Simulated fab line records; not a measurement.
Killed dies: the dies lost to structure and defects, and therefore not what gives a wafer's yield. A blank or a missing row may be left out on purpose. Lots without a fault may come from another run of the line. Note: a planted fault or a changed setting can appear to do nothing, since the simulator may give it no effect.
Chamber matching -- flow n5_finfet -- N5_BEOL_M0_SAQP_PECVD_04 on pecvd-04 has 3 sister chambers
The step deposits a-Si from SiH4/He, target thk 60 nm, time 60.2 s. 3 wafers are shown with their chamber, then 6 later ones without.

== EACH WAFER AND ITS CHAMBER ==
wafer,chamber,showerhead_plenum_p_Torr (Torr)
L620.1,0,5.57
L620.2,1,5.74
L621.5,2,5.70

== WAFERS MISSING THEIR CHAMBER ==
wafer,showerhead_plenum_p_Torr (Torr)
L621.6,5.56
L629.2,5.57
L629.4,5.71
L632.2,5.74
L632.3,5.72
L632.6,5.74

== EACH ONE'S CHAMBER ==
wafer,from the rows above,in truth
L621.6,0,0
L629.2,0,0
L629.4,2,2
L632.2,1,1
L632.3,can't be placed: 2 or 1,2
L632.6,1,1
Correctly placed: 5 of 6. Unplaceable from these rows: 1, with the true chamber sitting among the candidates in 1. Wrongly placed: 0.
How it was worked out, from the rows above alone: a wafer's distance from a chamber is the root of the sum, over the readings, of the square of ((its reading less the chamber's mean) divided by the reading's scatter). If the next closest chamber is less than 2 further off than the closest, the wafer can't be placed; otherwise it belongs to the closest. A chamber's mean is the mean of its shown wafers. The scatter: with one shown wafer a chamber, the root of the mean of the squares of how far each hidden wafer lies from its nearest shown one.
